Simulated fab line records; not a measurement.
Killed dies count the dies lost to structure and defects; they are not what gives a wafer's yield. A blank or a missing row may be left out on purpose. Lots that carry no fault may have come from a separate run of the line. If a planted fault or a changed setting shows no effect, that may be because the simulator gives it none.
fab line records	flow nand_harc
[record] lots = 12	wafers = 36	last_day = 24
route steps=1159 shown P_GATE@167
lots that met no fault: taken from a fault-free run of the same line
start_h: the number of hours between the record's first day and the start of the first shown wafer of the lot	wait_h: hours since the lot's step before	" unchanged from the row above	L1.1+2: one row covering several wafers at once	- no value, or no start given	* or withheld: withheld	< > ~ a bound
route shown NAME@n: names a module that has steps shown in the file, with the first one's number in the route	usual: the fault-free wafers' mean and standard deviation	same: alike in all rows	chamber/n: place in a boat	sites: readings site by site	_std_site: their standard deviation	_edge_site: mean of outer sites minus mean of inner sites	radius_mm: how far each site lies from the wafer's centre	mask NAME#n: copy n	behind: the last tool/chamber to shape the wafer	hold: why the lot went on hold/how many hours it stayed there/how the hold came to an end	device: the n, p or np transistor that did not switch	end of line: tests of these same wafers at the route's end	a step given without rows: its recipe and nothing more	killed: count of dies lost to structure and defects at first sort (not the wafer's yield)	map: the dies of a wafer, with x for killed, . for not killed, _ for no die there
set.NAME: the setting that was run; set.NAME@STEP: the one run at that earlier step	model.NAME: the simulator's own value behind a step, which no gauge read
a sample of lots followed through the steps of the route, with each step as a table and each wafer as a row
services: a tool's chamber out of use, with start hour (start_h, from the record's first day; less than 0 if before it), hours out, and reason
[[steps]]
[step NHARC_P_GATE_EXPOSE_43]
[recipe] na = 0.6	target_cd_nm = 720	dose_mj = 14.81	mask_id = P_NSD
lot.wafer	tool	chamber	start_h	wait_h	mask
L765.2+5+6	krf_scanner-03	0	97.24	-	P_NSD#0
L766.3+4+5	krf_scanner-02	0	97.60	-	P_NSD#0
L768.1+3+4	krf_scanner-01	0	112.18	-	P_NSD#0
L770.2+5+6	krf_scanner-02	0	127.01	-	P_NSD#0
L769.1+2+3	krf_scanner-03	0	127.40	-	P_NSD#0
L772.1+4+5	krf_scanner-02	0	146.69	-	P_NSD#0
L774.1+2+6	krf_scanner-01	0	152.76	-	P_NSD#0
L775.2+4+5	krf_scanner-03	0	165.69	-	P_NSD#0
L777.2+5+6	krf_scanner-01	0	183.17	-	P_NSD_R1#0
L779.1+4+6	krf_scanner-02	0	190.84	-	P_NSD#0
L787.2+3+4	krf_scanner-03	0	229.86	-	P_NSD#0
L788.1+2+4	krf_scanner-02	0	238.01	-	P_NSD#0
[step NHARC_P_GATE_CD_MEAS_46]
[recipe] target_cd_nm = 720	landing_energy_ev = 500
[usual] cd_nm = 719.9/1.2
lot.wafer	tool	chamber	start_h	wait_h	cd_nm
L765.2	cd_sem-03	0	97.39	-	720.1
L765.5	"	0	"	"	720.0
L765.6	"	0	"	"	720.6
L766.3	cd_sem-03	0	97.75	-	721.0
L766.4	"	0	"	"	721.8
L766.5	"	0	"	"	720.9
L768.1	cd_sem-01	0	112.33	-	719.9
L768.3	"	0	"	"	720.4
L768.4	"	0	"	"	718.6
L770.2	cd_sem-03	0	127.16	-	719.6
L770.5	"	0	"	"	720.6
L770.6	"	0	"	"	720.7
L769.1	cd_sem-02	0	127.55	-	719.4
L769.2	"	0	"	"	718.9
L769.3	"	0	"	"	718.6
L772.1	cd_sem-02	0	146.86	-	720.7
L772.4	"	0	"	"	721.8
L772.5	"	0	"	"	719.1
L774.1	cd_sem-02	0	152.91	-	719.7
L774.2	"	0	"	"	721.8
L774.6	"	0	"	"	721.3
L775.2	cd_sem-02	0	165.84	-	719.3
L775.4	"	0	"	"	720.2
L775.5	"	0	"	"	720.0
L777.2	cd_sem-02	0	183.33	-	700.5
L777.5	"	0	"	"	700.2
L777.6	"	0	"	"	698.9
L779.1	cd_sem-01	0	191.00	-	720.6
L779.4	"	0	"	"	721.0
L779.6	"	0	"	"	721.3
L787.2	cd_sem-02	0	230.01	-	720.9
L787.3	"	0	"	"	720.5
L787.4	"	0	"	"	719.0
L788.1	cd_sem-02	0	238.17	-	719.0
L788.2	"	0	"	"	721.0
L788.4	"	0	"	"	721.1
[step NHARC_P_GATE_DESCUM_93]
[recipe] time_s = 3	o2_flow_sccm = 200	ar_flow_sccm = 0	bias_power_w = 0	chemistry = O2
[usual] drypump_motor_current_A = 5.6/0.35	o2_flow_sccm = 200.0/0.6	oes_product_au = 1.001/0.0079	rf_vpp_V = 57.9/0.87	showerhead_plenum_p_Torr = 1.94/0.073	throttle_valve_pct = 11.310/0.0087
[same] time_s = 3
lot.wafer	tool	chamber	start_h	wait_h	drypump_motor_current_A	o2_flow_sccm	oes_product_au	rf_hours_counter_h	rf_vpp_V	showerhead_plenum_p_Torr	throttle_valve_pct
L765.2	rie_diel-02	3	101.46	-	4.9	200.6	1.003	42	57.9	1.92	11.309
L765.5	"	0	"	"	5.6	199.2	0.996	-	57.9	2.05	11.311
L765.6	"	1	"	"	5.8	199.7	0.988	-	57.1	1.91	11.311
L766.3	rie_diel-04	1	102.07	-	5.5	199.1	1.004	56	57.4	1.77	11.323
L766.4	"	2	"	"	5.1	200.3	1.010	58	58.7	1.95	11.315
L766.5	"	1	"	"	5.5	199.3	1.003	-	56.1	1.77	11.308
L768.3	rie_diel-02	1	116.17	-	5.8	200.1	1.004	49	57.6	1.91	11.307
L768.1	"	2	"	"	6.2	200.6	1.009	49	57.2	2.03	11.307
L768.4	"	3	"	"	4.9	199.4	1.008	-	58.0	1.92	11.306
L770.2	rie_diel-04	3	130.73	-	5.7	200.3	0.998	2	58.4	1.99	11.298
L770.6	"	3	"	"	5.8	199.4	1.002	-	57.8	1.99	11.331
L770.5	"	2	"	"	5.0	199.6	1.009	-	58.1	1.95	11.300
L769.1	rie_diel-02	0	131.22	-	5.6	200.7	0.993	47	59.1	2.04	11.309
L769.2	"	1	"	"	5.8	201.0	1.002	54	56.8	1.91	11.292
L769.3	"	3	"	"	4.9	200.0	0.995	52	58.7	1.91	11.299
L772.4	rie_diel-02	2	150.55	-	6.2	199.7	1.009	63	57.6	2.02	11.323
L772.1	"	0	"	"	5.6	199.1	0.992	54	58.1	2.04	11.309
L772.5	"	2	"	"	6.2	201.1	1.015	-	58.3	2.02	11.306
L774.2	rie_diel-12	2	159.36	-	5.9	200.2	0.992	24	56.7	1.85	11.317
L774.1	"	0	"	"	5.5	200.0	1.008	23	56.0	2.02	11.305
L774.6	"	0	"	"	5.5	200.1	0.989	-	57.7	2.02	11.296
L775.4	rie_diel-04	3	169.48	-	5.8	200.4	1.013	19	58.8	1.99	11.320
L775.2	"	2	"	"	5.1	199.7	1.009	18	58.0	1.94	11.305
L775.5	"	0	"	"	5.4	200.4	1.004	-	58.6	1.87	11.311
L777.2	rie_diel-02	3	186.83	-	4.9	200.3	1.016	13	57.0	1.91	11.310
L777.6	"	3	"	"	4.9	199.4	1.012	-	58.0	1.91	11.318
L777.5	"	0	"	"	5.6	199.6	1.009	-	58.2	2.04	11.315
L779.1	rie_diel-02	1	194.91	-	5.9	200.4	0.999	17	57.4	1.90	11.310
L779.4	"	0	"	"	5.6	199.9	0.995	16	57.5	2.04	11.313
L779.6	"	1	"	"	5.8	200.5	0.997	-	57.7	1.90	11.307
L787.4	rie_diel-12	1	233.52	-	5.7	199.6	1.000	3	56.6	1.90	11.319
L787.2	"	3	"	"	5.4	200.8	1.014	4	58.4	1.85	11.317
L787.3	"	0	"	"	5.5	200.7	1.003	4	57.3	2.01	11.302
L788.2	rie_diel-04	2	241.88	-	5.1	200.7	1.006	46	56.4	1.93	11.308
L788.4	"	3	"	"	5.8	198.5	1.001	45	59.3	1.98	11.306
L788.1	"	0	"	"	5.4	199.9	1.003	44	57.6	1.86	11.301
[step NHARC_P_GATE_DEGAS_109]
[recipe] temp_c = 300	time_s = 60
[usual] heater_power_w = 476/39
[same] time_s = 60
lot.wafer	tool	chamber	start_h	wait_h	heater_power_w
L765.2	pvd_sputter-02	-	104.29	0.1	496
L765.5	"	-	"	"	459
L765.6	"	-	"	"	484
L766.4	pvd_sputter-01	-	105.20	0.1	455
L766.3	"	-	"	"	550
L766.5	"	-	"	"	411
L768.1	pvd_sputter-03	-	118.13	0.1	469
L768.3	"	-	"	"	479
L768.4	"	-	"	"	405
L770.2	pvd_sputter-01	-	132.72	0.1	528
L770.5	"	-	"	"	457
L770.6	"	-	"	"	540
L769.3	pvd_sputter-03	-	133.67	0.1	413
L769.2	"	-	"	"	450
L769.1	"	-	"	"	518
L772.4	pvd_sputter-02	-	152.67	0.1	462
L772.1	"	-	"	"	484
L772.5	"	-	"	"	456
L774.2	pvd_sputter-02	-	161.43	0.2	469
L774.1	"	-	"	"	458
L774.6	"	-	"	"	485
L775.2	pvd_sputter-03	-	171.44	0.1	469
L775.4	"	-	"	"	412
L775.5	"	-	"	"	479
L777.2	pvd_sputter-01	-	188.89	0.1	518
L777.5	"	-	"	"	462
L777.6	"	-	"	"	544
L779.4	pvd_sputter-01	-	196.88	0.1	517
L779.1	"	-	"	"	447
L779.6	"	-	"	"	531
L787.2	pvd_sputter-03	-	235.66	0.1	461
L787.4	"	-	"	"	461
L787.3	"	-	"	"	506
L788.1	pvd_sputter-03	-	243.81	0.1	405
L788.4	"	-	"	"	462
L788.2	"	-	"	"	502
[step NHARC_P_GATE_RTA_80]
[recipe] temp_c = 300	time_s = 30
[usual] lamp_power_pct = 2.27/0.24	lamp_zone_4_pct = 2.27/0.24	wafer_temp_C_max = 301.1/0.37
[same] time_s = 30
lot.wafer	tool	chamber	start_h	wait_h	lamp_power_pct	lamp_zone_4_pct	wafer_temp_C_max
L765.2	rtp_anneal-02	0	104.85	-	2.49	2.49	300.9
L765.5	"	0	"	"	2.49	2.49	301.0
L765.6	"	0	"	"	2.49	2.49	300.6
L766.3	rtp_anneal-01	0	105.55	-	2.00	2.00	300.9
L766.4	"	0	"	"	2.00	2.00	301.4
L766.5	"	0	"	"	2.00	2.00	300.8
L768.1	rtp_anneal-02	0	118.43	-	2.50	2.49	300.5
L768.3	"	0	"	"	2.49	2.50	301.2
L768.4	"	0	"	"	2.50	2.49	301.3
L770.2	rtp_anneal-02	0	133.04	-	2.49	2.49	301.0
L770.5	"	0	"	"	2.49	2.49	300.7
L770.6	"	0	"	"	2.49	2.49	300.8
L769.1	rtp_anneal-02	0	133.96	-	2.49	2.49	301.0
L769.2	"	0	"	"	2.49	2.49	301.3
L769.3	"	0	"	"	2.49	2.49	300.7
L772.1	rtp_anneal-02	0	152.97	-	2.49	2.49	300.4
L772.4	"	0	"	"	2.49	2.49	301.0
L772.5	"	0	"	"	2.49	2.49	300.2
L774.1	rtp_anneal-02	0	161.72	-	2.50	2.49	300.6
L774.2	"	0	"	"	2.50	2.50	301.0
L774.6	"	0	"	"	2.50	2.50	301.3
L775.2	rtp_anneal-01	0	171.77	-	2.00	2.01	301.0
L775.4	"	0	"	"	2.01	2.01	301.4
L775.5	"	0	"	"	2.01	2.01	301.2
L777.2	rtp_anneal-01	0	189.21	-	2.00	2.00	301.3
L777.5	"	0	"	"	2.00	2.00	301.1
L777.6	"	0	"	"	2.00	2.00	300.8
L779.1	rtp_anneal-01	0	197.18	-	2.00	2.00	301.5
L779.4	"	0	"	"	2.00	2.00	301.2
L779.6	"	0	"	"	2.00	2.00	301.2
L787.2	rtp_anneal-01	0	235.98	-	2.00	2.01	301.0
L787.3	"	0	"	"	2.01	2.01	301.4
L787.4	"	0	"	"	2.01	2.01	301.5
L788.1	rtp_anneal-01	0	244.13	-	2.00	2.00	301.7
L788.2	"	0	"	"	2.00	2.00	301.7
L788.4	"	0	"	"	2.00	2.00	301.4
[[services]]
tool	chamber	start_h	hours	kind
pvd_sputter-01	-	79.39	1.1	repair
rie_diel-02	0	81.52	-	clean
rie_diel-02	1	81.52	-	clean
rie_diel-02	2	81.52	-	clean
rie_diel-02	3	81.52	-	clean
krf_scanner-01	-	84.00	4.0	pm
pvd_sputter-03	-	102.00	10.0	pm
rie_diel-02	0	106.02	-	clean
rie_diel-04	-	112.09	9.0	pm
rie_diel-12	3	116.65	4.4	repair
rie_diel-04	1	121.94	9.3	repair
rie_diel-04	-	130.91	2.7	repair
rie_diel-12	3	146.58	16.9	repair
krf_scanner-02	-	147.15	1.5	repair
rie_diel-02	-	151.26	9.0	pm
krf_scanner-02	-	163.61	1.0	repair
krf_scanner-03	-	168.00	4.0	pm
rie_diel-12	1	198.75	4.1	repair
pvd_sputter-01	-	198.96	10.0	pm
rie_diel-12	-	202.40	9.0	pm
krf_scanner-02	-	210.02	4.0	pm
pvd_sputter-02	-	214.00	10.0	pm
rie_diel-02	1	218.06	10.4	repair
krf_scanner-01	-	230.54	0.9	repair
[[key]]
[first_sign] step = NHARC_P_GATE_EXPOSE_43	reading = mask	direction = changed
[effect] step = NHARC_P_GATE_CD_MEAS_46	reading = cd_nm	direction = down	sigmas = 16	usual = 719.9	struck = 699.9
met_at NHARC_P_GATE_EXPOSE_43
struck_lots L777
tester_left_out L777
not_acting_at NHARC_P_GATE_DESCUM_93,NHARC_P_GATE_DEGAS_109,NHARC_P_GATE_RTA_80
onset_between 152.76 183.17
[fault] kind = wrong_mask	tool = any	chamber = -	onset_h = 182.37	steps = NHARC_P_GATE_EXPOSE_43	aux_copy = P_NSD_R1#0	cd_offset_nm = -21.328	scope = struck_lots_only
// tester_left_out: of these lots the tester's yield and bins aren't shown, on N5 and GAA mostly nor the transistor test; their killed dies are dies lost to structure and defects alone, not to doping, threshold or leakage, so they don't give the yield
